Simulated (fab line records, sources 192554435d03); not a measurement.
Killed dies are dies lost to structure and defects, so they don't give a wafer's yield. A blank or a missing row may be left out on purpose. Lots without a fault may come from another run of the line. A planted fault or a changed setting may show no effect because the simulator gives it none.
Which tool did it? | flow n5_finfet | 12 lots, 35 wafers sampled, at 5 steps of a route of 1938

WHAT THE GAUGES READ, wafer by wafer
The record holds no reading of a measuring or inspecting step that can be judged against a usual standard deviation.

WHICH TOOL RAN EACH LOT (tool, then ch and the chambers of the sampled wafers, then the start)
lot  | N5_BEOL_M4_CVD_47                | N5_PASSIVATION_SPUTTER_20    | N5_PASSIVATION_AL_DEP_21     | N5_PASSIVATION_STRIP_34            | N5_PASSIVATION_PROBE_49
L395 | cvd_co-02 ch 0,1, day 9 07:17    | pvd_sputter-02, day 13 15:47 | pvd_sputter-02, day 13 15:53 | rie_diel-03 ch 0,2, day 13 17:02   | prober-01, day 13 21:17
L394 | cvd_co-01 ch 1,2, day 9 12:22    | pvd_sputter-03, day 14 00:29 | pvd_sputter-03, day 14 00:35 | rie_diel-04 ch 0,1,2, day 14 01:52 | prober-02, day 14 06:04
L396 | cvd_co-01 ch 0,1,2, day 9 12:36  | pvd_sputter-01, day 13 14:58 | pvd_sputter-01, day 13 15:04 | rie_diel-03 ch 1,2,3, day 13 16:43 | prober-02, day 13 21:05
L399 | cvd_co-01 ch 0,1,2, day 10 15:54 | pvd_sputter-02, day 14 20:31 | pvd_sputter-02, day 14 20:37 | rie_diel-03 ch 0,1,2, day 14 21:58 | prober-01, day 15 02:08
L398 | cvd_co-02 ch 0,1,2, day 10 17:05 | pvd_sputter-01, day 15 00:58 | pvd_sputter-01, day 15 01:04 | rie_diel-06 ch 1,3, day 15 02:23   | prober-01, day 15 06:37
L402 | cvd_co-02 ch 0,1,2, day 11 17:53 | pvd_sputter-02, day 15 20:34 | pvd_sputter-02, day 15 20:40 | rie_diel-03 ch 0,1,3, day 15 22:28 | prober-01, day 16 02:46
L406 | cvd_co-01 ch 0,1, day 12 03:51   | pvd_sputter-01, day 16 16:23 | pvd_sputter-01, day 16 16:29 | rie_diel-06 ch 0,1, day 16 17:47   | prober-02, day 16 22:57
L408 | cvd_co-01 ch 0,2, day 13 08:25   | pvd_sputter-03, day 17 19:31 | pvd_sputter-03, day 17 19:37 | rie_diel-03 ch 1,2,3, day 17 20:55 | prober-01, day 18 01:55
L407 | cvd_co-01 ch 0,2, day 13 11:04   | pvd_sputter-02, day 18 04:43 | pvd_sputter-02, day 18 04:49 | rie_diel-06 ch 0,1,3, day 18 06:22 | prober-02, day 18 10:46
L413 | cvd_co-01 ch 0,2, day 14 00:48   | pvd_sputter-01, day 18 20:34 | pvd_sputter-01, day 18 20:40 | rie_diel-04 ch 0,2,3, day 18 22:31 | prober-01, day 19 03:04
L412 | cvd_co-01 ch 1,2, day 14 06:44   | pvd_sputter-02, day 18 21:14 | pvd_sputter-02, day 18 21:20 | rie_diel-03 ch 0,1,3, day 18 22:30 | prober-02, day 19 02:48
L415 | cvd_co-02 ch 0,2, day 14 21:22   | pvd_sputter-03, day 19 14:22 | pvd_sputter-03, day 19 14:28 | rie_diel-03 ch 0,1,3, day 19 15:43 | prober-02, day 19 20:37
- N5_BEOL_M4_CVD_47: deposits Co from CCTBA/H2, target thk 3 nm, time 223.8 s.
- N5_PASSIVATION_SPUTTER_20: material TaN, target thk 50 nm.
- N5_PASSIVATION_AL_DEP_21: deposits Al, target thk 2800 nm, time 170 s.
- N5_PASSIVATION_STRIP_34: strips in O2.
- N5_PASSIVATION_PROBE_49

WHAT THE TOOLS THEMSELVES READ (means of the sampled wafers that have a number; where no wafer has one, the mark that the record gives instead)
N5_BEOL_M4_CVD_47. Usual: chamber_pressure_Torr 30.01 Torr, standard deviation 0.066.
lot  | tool      | chamber_pressure_Torr (Torr) | flag
L395 | cvd_co-02 | 29.96                        |
L394 | cvd_co-01 | 30.08                        |
L396 | cvd_co-01 | 30.01                        |
L399 | cvd_co-01 | 29.99                        |
L398 | cvd_co-02 | 29.96                        |
L402 | cvd_co-02 | 30.01                        |
L406 | cvd_co-01 | 29.97                        |
L408 | cvd_co-01 | 29.96                        |
L407 | cvd_co-01 | 30.05                        |
L413 | cvd_co-01 | 29.96                        |
L412 | cvd_co-01 | 30.03                        |
L415 | cvd_co-02 | 29.93                        |

N5_PASSIVATION_SPUTTER_20. Usual: throttle_valve_pct 30.0 %, standard deviation 1.2.
lot  | tool           | throttle_valve_pct (%) | flag
L395 | pvd_sputter-02 | 29.2                   |
L394 | pvd_sputter-03 | 29.9                   |
L396 | pvd_sputter-01 | 31.5                   |
L399 | pvd_sputter-02 | 29.7                   |
L398 | pvd_sputter-01 | 31.3                   |
L402 | pvd_sputter-02 | 29.0                   |
L406 | pvd_sputter-01 | 31.2                   |
L408 | pvd_sputter-03 | 29.5                   |
L407 | pvd_sputter-02 | 29.4                   |
L413 | pvd_sputter-01 | 30.8                   |
L412 | pvd_sputter-02 | 29.6                   |
L415 | pvd_sputter-03 | 29.9                   |

N5_PASSIVATION_AL_DEP_21. Usual: throttle_valve_pct 30.0 %, standard deviation 1.2.
lot  | tool           | throttle_valve_pct (%) | flag
L395 | pvd_sputter-02 | 29.1                   |
L394 | pvd_sputter-03 | 30.0                   |
L396 | pvd_sputter-01 | 31.4                   |
L399 | pvd_sputter-02 | 29.6                   |
L398 | pvd_sputter-01 | 31.4                   |
L402 | pvd_sputter-02 | 28.9                   |
L406 | pvd_sputter-01 | 31.2                   |
L408 | pvd_sputter-03 | 29.5                   |
L407 | pvd_sputter-02 | 29.3                   |
L413 | pvd_sputter-01 | 30.7                   |
L412 | pvd_sputter-02 | 29.5                   |
L415 | pvd_sputter-03 | 30.0                   |

N5_PASSIVATION_STRIP_34. Usual: chamber_pressure_mTorr 29.99 mTorr, standard deviation 0.075; drypump_motor_current_A 5.7 A, standard deviation 0.48; oes_product_au 0.79 a.u., standard deviation 0.067; rf_vpp_V 3.5 V, standard deviation 1.5; showerhead_plenum_p_Torr 2.09 Torr, standard deviation 0.076; throttle_valve_pct 16.63 %, standard deviation 0.23.
lot  | tool        | chamber_pressure_mTorr (mTorr) | drypump_motor_current_A (A) | oes_product_au (a.u.) | rf_vpp_V (V) | showerhead_plenum_p_Torr (Torr) | throttle_valve_pct (%) | flag
L395 | rie_diel-03 | 29.99                          | 5.4                         | 0.76                  | 3.9          | 2.10                            | 16.81                  |
L394 | rie_diel-04 | 29.98                          | 5.8                         | 0.82                  | 3.8          | 2.02                            | 16.64                  |
L396 | rie_diel-03 | 29.96                          | 5.9                         | 0.78                  | 2.9          | 2.04                            | 16.57                  |
L399 | rie_diel-03 | 30.05                          | 5.7                         | 0.75                  | 4.2          | 2.09                            | 16.68                  |
L398 | rie_diel-06 | 29.98                          | 5.6                         | 0.83                  | 2.7          | 2.20                            | 16.65                  |
L402 | rie_diel-03 | 30.07                          | 5.7                         | 0.75                  | 4.1          | 2.08                            | 16.58                  |
L406 | rie_diel-06 | 30.07                          | 5.7                         | 0.80                  | 5.1          | 2.16                            | 16.60                  |
L408 | rie_diel-03 | 29.93                          | 5.9                         | 0.74                  | 2.5          | 2.03                            | 16.65                  |
L407 | rie_diel-06 | 30.05                          | 5.4                         | 0.80                  | 2.8          | 2.16                            | 16.72                  |
L413 | rie_diel-04 | 30.08                          | 5.8                         | 0.82                  | 4.1          | 2.03                            | 16.62                  |
L412 | rie_diel-03 | 29.96                          | 5.7                         | 0.72                  | 2.7          | 2.07                            | 16.60                  |
L415 | rie_diel-03 | 29.98                          | 5.7                         | 0.71                  | 4.0          | 2.07                            | 16.62                  |

N5_PASSIVATION_PROBE_49. Usual: defect_limited_yield 91.2 %, standard deviation 1.4; killed_at_M0_to_M3 34, standard deviation 9.4; killed_at_M4_up 14, standard deviation 5.6; killed_at_contacts 13, standard deviation 7.8; killed_at_front_end 37, standard deviation 10; killed_at_other 4, standard deviation 3.3; killed_dies 103, standard deviation 17; killed_open 68, standard deviation 13; killed_short 33, standard deviation 8.2; sort_bin_5_function 5.1 %, standard deviation 0.92; sort_bin_6_memory 3.3 %, standard deviation 0.71; sort_bin_8_speed 0.01 %, standard deviation 0.043; sort_n_pass 1077, standard deviation 17; sort_yield_pct 91.2 %, standard deviation 1.4.
lot  | tool      | defect_limited_yield (%) | killed_at_M0_to_M3 | killed_at_M4_up | killed_at_contacts | killed_at_front_end | killed_at_other | killed_dies | killed_open | killed_short | sort_bin_5_function (%) | sort_bin_6_memory (%) | sort_bin_8_speed (%) | sort_n_pass | sort_yield_pct (%) | flag
L395 | prober-01 | 90.2                     | 46                 | 14              | 8                  | 38                  | 8               | 115         | 76          | 34           | 5.3                     | 3.9                   | 0.00                 | 1065        | 90.2               |
L394 | prober-02 | 91.6                     | 32                 | 15              | 6                  | 45                  | 1               | 99          | 64          | 35           | 4.9                     | 3.2                   | 0.00                 | 1081        | 91.6               |
L396 | prober-02 | 90.2                     | 32                 | 15              | 22                 | 43                  | 4               | 116         | 75          | 40           | 6.2                     | 3.4                   | 0.00                 | 1064        | 90.2               |
L399 | prober-01 | 90.3                     | 52                 | 17              | 6                  | 37                  | 2               | 115         | 79          | 35           | 5.4                     | 4.0                   | 0.00                 | 1065        | 90.3               |
L398 | prober-01 | 90.3                     | 23                 | 24              | 18                 | 48                  | 1               | 114         | 76          | 34           | 5.7                     | 3.7                   | 0.00                 | 1066        | 90.3               |
L402 | prober-01 | 91.7                     | 35                 | 12              | 17                 | 29                  | 5               | 98          | 65          | 31           | 5.0                     | 3.0                   | 0.00                 | 1082        | 91.7               |
L406 | prober-02 | 91.6                     | 32                 | 19              | 10                 | 33                  | 5               | 99          | 66          | 30           | 5.3                     | 2.9                   | 0.00                 | 1081        | 91.6               |
L408 | prober-01 | 91.5                     | 32                 | 13              | 8                  | 45                  | 3               | 100         | 65          | 33           | 5.0                     | 3.1                   | 0.00                 | 1080        | 91.5               |
L407 | prober-02 | 89.8                     | 34                 | 42              | 8                  | 33                  | 5               | 121         | 61          | 24           | 6.0                     | 3.5                   | 0.03                 | 1059        | 89.8               | OFF
L413 | prober-01 | 88.7                     | 29                 | 53              | 17                 | 30                  | 4               | 133         | 74          | 23           | 6.8                     | 3.8                   | 0.00                 | 1047        | 88.7               | OFF
L412 | prober-02 | 88.4                     | 41                 | 51              | 9                  | 31                  | 5               | 137         | 70          | 29           | 7.4                     | 3.4                   | 0.17                 | 1041        | 88.2               | OFF
L415 | prober-02 | 91.1                     | 34                 | 21              | 10                 | 39                  | 2               | 106         | 72          | 29           | 4.8                     | 3.6                   | 0.00                 | 1074        | 91.1               |

THE ANSWER, worked out from the rows above alone
Rule: a lot is off if the mean of its wafers that have a number lies more than 3 standard deviations from the usual mean. A lot without any number at a reading at which 4 lots or more have one is off too. The other lots that the step has rows for count as sound. The gauges are gone through in route order, then the tools' own readings, and for those a lot's mean is taken as printed above. The first step at which some lot is off is used, and at that step the reading that is off furthest; a lot without a number counts as furthest.
Off: L407, L413, L412, at N5_PASSIVATION_PROBE_49 (killed_at_M4_up).
A tool fits if, at that step or a process step before it, it ran every lot that is off, and no sound lot after the first of them. One fits: cvd_co-01 at N5_BEOL_M4_CVD_47. Its last sound lot is L408 (day 13 08:25), its first lot that is off L407 (day 13 11:04): a fault that began between those two fits.

WHAT THE SIMULATOR HAD PUT IN
Chamber particle source: cvd_co-01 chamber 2, from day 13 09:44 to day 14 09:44, at N5_BEOL_M4_CVD_47. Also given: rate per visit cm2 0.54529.
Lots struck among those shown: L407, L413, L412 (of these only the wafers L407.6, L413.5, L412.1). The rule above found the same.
